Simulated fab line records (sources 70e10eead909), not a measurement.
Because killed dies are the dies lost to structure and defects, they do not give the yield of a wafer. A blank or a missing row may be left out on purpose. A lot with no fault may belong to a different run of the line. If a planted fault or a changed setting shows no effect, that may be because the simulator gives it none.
Matching of chambers + flow nand harc + NHARC_A_STAIRCASE_TRIM_229 on rie diel-07: 4 sister chambers
The step chemistry O2, time 211.2 s. 14 wafers are shown with their chamber, then 7 later ones without.

== EACH WAFER AND ITS CHAMBER ==
| wafer  | chamber | drypump motor current A (A) | showerhead plenum p Torr (Torr) | throttle valve pct (%) |
|--------|---------|-----------------------------|---------------------------------|------------------------|
| L074.1 | 1       | 5.7                         | 3.55                            | 17.049                 |
| L074.3 | 0       | 6.3                         | 3.45                            | 17.038                 |
| L074.4 | 2       | 6.7                         | 3.59                            | 17.029                 |
| L075.3 | 1       | 5.7                         | 3.54                            | 17.047                 |
| L075.4 | 0       | 6.3                         | 3.45                            | 17.028                 |
| L075.6 | 3       | 5.4                         | 3.59                            | 17.039                 |
| L088.1 | 3       | 5.3                         | 3.57                            | 17.041                 |
| L088.3 | 0       | 6.3                         | 3.43                            | 17.031                 |
| L088.5 | 2       | 6.7                         | 3.57                            | 17.023                 |
| L090.1 | 1       | 5.7                         | 3.52                            | 17.034                 |
| L090.4 | 0       | 6.3                         | 3.42                            | 17.040                 |
| L090.5 | 2       | 6.7                         | 3.57                            | 17.023                 |
| L091.2 | 3       | 5.3                         | 3.57                            | 17.037                 |
| L091.5 | 1       | 5.7                         | 3.52                            | 17.037                 |

SIGNATURES (means of the wafers above)
| reading                  | chamber 0 | chamber 1 | chamber 2 | chamber 3 | scatter within a chamber |
|--------------------------|-----------|-----------|-----------|-----------|--------------------------|
| drypump motor current A  | 6.300     | 5.700     | 6.700     | 5.333     | 0.0258                   |
| showerhead plenum p Torr | 3.4375    | 3.5325    | 3.5767    | 3.5767    | 0.0137                   |
| throttle valve pct       | 17.03425  | 17.04175  | 17.02500  | 17.03900  | 0.0054                   |
Rule: distance of a wafer from a chamber = root of the sum over the readings of ((wafer's reading minus chamber's mean) / reading's scatter) squared. The wafer belongs to the nearest chamber; if the next one is less than 2 further off, it can't be placed. The scatter: take each reading less its chamber's mean, square it, sum over the shown wafers, divide by the number of wafers less the number of chambers, and take the root.

== WAFERS WHOSE CHAMBER IS MISSING ==
| wafer  | drypump motor current A (A) | showerhead plenum p Torr (Torr) | throttle valve pct (%) |
|--------|-----------------------------|---------------------------------|------------------------|
| L091.6 | 6.3                         | 3.42                            | 17.048                 |
| L094.1 | 6.6                         | 3.56                            | 17.037                 |
| L094.2 | 5.7                         | 3.51                            | 17.041                 |
| L094.3 | 6.3                         | 3.41                            | 17.021                 |
| L095.2 | 5.7                         | 3.51                            | 17.048                 |
| L095.4 | 6.7                         | 3.56                            | 17.028                 |
| L095.5 | 5.3                         | 3.55                            | 17.022                 |

== THE CHAMBER EACH PASSED THROUGH ==
| wafer  | from the rows above | in truth |
|--------|---------------------|----------|
| L091.6 | 0                   | 0        |
| L094.1 | 2                   | 2        |
| L094.2 | 1                   | 1        |
| L094.3 | 0                   | 0        |
| L095.2 | 1                   | 1        |
| L095.4 | 2                   | 2        |
| L095.5 | 3                   | 3        |
7 of 7 placed correctly. Number that these rows cannot place: 0. 0 placed wrongly.
